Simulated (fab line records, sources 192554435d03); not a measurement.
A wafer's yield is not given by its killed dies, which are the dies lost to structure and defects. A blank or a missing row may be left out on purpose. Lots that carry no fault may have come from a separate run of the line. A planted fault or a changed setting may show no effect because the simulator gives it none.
Split-lot experiment -- flow n5 finfet -- on a route of 1938 steps: 7 lots, 21 wafers read

== THE SPLIT ==
At N5_BEOL_M1_ETCH_77 (etches underlayer in N2/H2, target depth 6.5 nm, time 5.2 s), the setting source w was moved away from the recipe's 840 W on 8 of the 21 wafers read, by -17.1% to +17.5%. The other wafers ran this setting at the recipe's value.

The reading is taken at the split's own step.

== THE READING ==
rf vpp V, in V, at N5_BEOL_M1_ETCH_77 (etches underlayer in N2/H2, target depth 6.5 nm, time 5.2 s). On this fab line, fault-free wafers typically give 523.9 V with a standard deviation of 2.8 V.

wafer,"tool, chamber at the split","source w as run, W",against the recipe,"rf vpp V, V",against lot-mates on the recipe
L076.2,"rie diel-06, 2",840,recipe,522.6,-
L076.4,"rie diel-06, 0",840,recipe,524.6,-
L076.5,"rie diel-06, 3",840,recipe,518.4,-
L079.1,"rie diel-03, 2",979.6,+16.6%,499.0,no lot-mate on the recipe
L079.2,"rie diel-03, 0",979.6,+16.6%,498.5,no lot-mate on the recipe
L079.4,"rie diel-03, 1",979.6,+16.6%,497.9,no lot-mate on the recipe
L083.3,"rie diel-03, 0",986.9,+17.5%,500.2,-24.4
L083.4,"rie diel-03, 2",986.9,+17.5%,496.8,-27.8
L083.5,"rie diel-03, 2",840,recipe,524.6,-
L088.1,"rie diel-06, 3",840,recipe,520.5,-
L088.4,"rie diel-06, 0",712.9,-15.1%,556.2,+35.5
L088.5,"rie diel-06, 3",840,recipe,521.0,-
L089.1,"rie diel-03, 0",840,recipe,524.9,-
L089.2,"rie diel-03, 3",840,recipe,520.8,-
L089.4,"rie diel-03, 1",696.5,-17.1%,555.9,+33.1
L090.1,"rie diel-04, 0",840,recipe,520.5,-
L090.2,"rie diel-04, 1",840,recipe,525.1,-
L090.5,"rie diel-04, 3",840,recipe,528.4,-
L092.1,"rie diel-04, 0",840,recipe,521.1,-
L092.3,"rie diel-04, 3",915,+8.9%,514.8,-8.4
L092.4,"rie diel-04, 1",840,recipe,525.3,-

FIT RESULTS
A straight line over all 21 wafers: rf vpp V changes by -1.63 V for each +1% of source w; r = -0.98; the points scatter about the line by 3.5 V.
The same after taking each lot's own level away (the mean of its wafers on the recipe; 18 wafers): -1.74 V for each +1%; r = -0.97; scatter 3.6 V.
On that fit, the largest move of source w shifts the reading by 30 V.
The lots' own levels span 520.75 to 524.67 V, that is 1.4 times the standard deviation above.
The two slopes are in agreement: the lot-to-lot level therefore moves the slope only a little.
Check: with one of the wafers moved furthest among these (+17.5%) left out of the fit, the line predicts -30.7 V for it against its lot-mates. It came out at -24.4 V against them.
Tool readings at the split's step, against how far the setting was moved: etch rf on time s r = -0.97; rf vpp V r = -0.98.

== OTHER SPLITS APPLIED TO THESE WAFERS ==
Other splits were also applied to these wafers ahead of the reading. Each is held against what the fit with the lots' levels taken away leaves over:
other split on the same wafers,wafers away from the commonest value,r with rf vpp V (lot level and that fit taken away)
N5_GATE_CUT_COAT_07 spin rpm,4,+0.08
N5_MOL_CONTACT_COAG_SPUTTER_130 power w,10,-0.36
N5_MOL_CONTACT_COAG_CMP_23 down force psi,5,+0.08
N5_MOL_CONTACT_COAG_ALD_131 ald cycles,6,-0.07
N5_BEOL_M0_SAQP_HM_DEP_02 target thk a,5,-0.09
N5_BEOL_M0_SAQP_COAT_08 spin rpm,9,+0.24
N5_BEOL_M0_ETCH_109 bias w,9,-0.22

== THE WHOLE CHAIN: every reading that the file lists as answering this split, in the file's order ==
step,what it does,reading,change (the file's fit),r (the file's)
N5_BEOL_M1_ETCH_77,"etches underlayer in N2/H2, target depth 6.5 nm, time 5.2 s",etch rf on time s,withheld for each +1% of the setting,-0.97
N5_BEOL_M1_ETCH_77,"etches underlayer in N2/H2, target depth 6.5 nm, time 5.2 s",rf vpp V,-1.8 V for each +1% of the setting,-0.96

== FILE'S OWN FIT ==
rf vpp V changes by -1.8 V for each +1% of source w, r = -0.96.
